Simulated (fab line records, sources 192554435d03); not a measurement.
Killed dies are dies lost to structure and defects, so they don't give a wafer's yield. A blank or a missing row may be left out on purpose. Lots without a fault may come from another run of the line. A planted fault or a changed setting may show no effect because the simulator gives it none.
One fault seen from 3 desks | flow n5_finfet | each desk has only its own numbers; what lay behind them comes last

THE TOOL OWNER'S DESK: cmp-03
The tool's own readings at N5_BEOL_M4_CMP_52 (polishes, stops on SiOC, t overpolish 6.8 s, target thk 40 nm): means of the sampled wafers that have a number, for each lot that ran on this tool. A lot is out of limits, marked OUT, if its mean lies more than 4 standard deviations from the usual mean; the brackets give that distance.
Columns: A = barrier_field_endpoint_s at N5_BEOL_M4_CMP_52, usual 24.9 s; B = motor_current_A at N5_BEOL_M4_CMP_52, usual 6.2 A; C = overpolish_run_s at N5_BEOL_M4_CMP_52, usual 6.800 s; D = platen_rpm at N5_BEOL_M4_CMP_52, usual 50.00 rpm; E = time_to_endpoint_s at N5_BEOL_M4_CMP_52, usual 63 s
lot  | first seen here | A    | B   | C     | D     | E
L364 | day 8 18:16     | 24.6 | 6.6 | 6.798 | 50.00 | 68
L374 | day 11 01:50    | 25.4 | 6.4 | 6.791 | 50.01 | 65
L375 | day 11 15:07    | 24.1 | 6.6 | 6.788 | 50.00 | 62
This desk's finding: nothing out of limits on any of the 3 lots.

THE METROLOGY DESK
What the gauges read, lot by lot, whatever tool the lot ran on: means of the sampled wafers that have a number. A lot is out of limits, marked OUT, if its mean lies more than 4 standard deviations from the usual mean; the brackets give that distance.
Columns: A = M5_ILD_THK at N5_BEOL_M5_THK_MEAS_01, usual 121.2 nm; B = cd_nm at N5_BEOL_M5_CD_MEAS_11, usual 28.03 nm; C = M5_OVL at N5_BEOL_M5_OVL_MEAS_12, usual -0.3 nm
lot  | first seen here | A     | B     | C
L363 | day 8 10:26     | 121.4 | 28.02 | -0.3
L364 | day 8 20:25     | 120.2 | 27.87 | -0.4
L374 | day 11 03:56    | 120.1 | 28.00 | -1.1
L375 | day 11 17:15    | 119.1 | 27.88 | -0.4
L377 | day 12 01:19    | 122.7 | 28.10 | -0.1
L383 | day 13 10:08    | 120.0 | 28.07 | -0.2
This desk's finding: nothing out of limits on any of the 6 lots.

THE DEFECT DESK
What the inspections along the route counted, lot by lot: means of the sampled wafers that have a number. A lot is out of limits, marked OUT, if its mean lies more than 4 standard deviations from the usual mean; the brackets give that distance.
Columns: A = raw_defect_count at N5_BEOL_M4_INSPECT_59, usual 76; B = raw_defect_count at N5_BEOL_M5_INSPECT_13, usual 420
lot  | first seen here | A             | B
L363 | day 8 08:52     | 67            | 399
L364 | day 8 18:52     | 87            | 403
L374 | day 11 02:23    | 590 (+22) OUT | 924 (+5.5) OUT
L375 | day 11 15:41    | 326 (+11) OUT | 755
L377 | day 11 23:40    | 94            | 458
L383 | day 13 08:31    | 95            | 424
This desk's finding: out of limits on L374, L375; first on L374, day 11 02:23 (raw_defect_count at N5_BEOL_M4_INSPECT_59). In limits: L363, L364, L377, L383.

PUT TOGETHER
The defect desk could have raised an alarm at day 11 02:23, on L374, L375.
The tool owner's desk saw nothing out of limits.
The metrology desk saw nothing out of limits.
The tool owner's desk has L374, L375 on record, within its limits.
The metrology desk has L374, L375 on record, within its limits.
Of the lots named, all ran N5_BEOL_M4_CMP_52 on cmp-03.

WHAT THE SIMULATOR HAD PUT IN
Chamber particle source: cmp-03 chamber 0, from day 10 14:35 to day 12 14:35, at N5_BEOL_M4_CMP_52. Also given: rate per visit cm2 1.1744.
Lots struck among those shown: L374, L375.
Hours from the fault's start to each desk's first reading out of limits: the defect desk, 12.
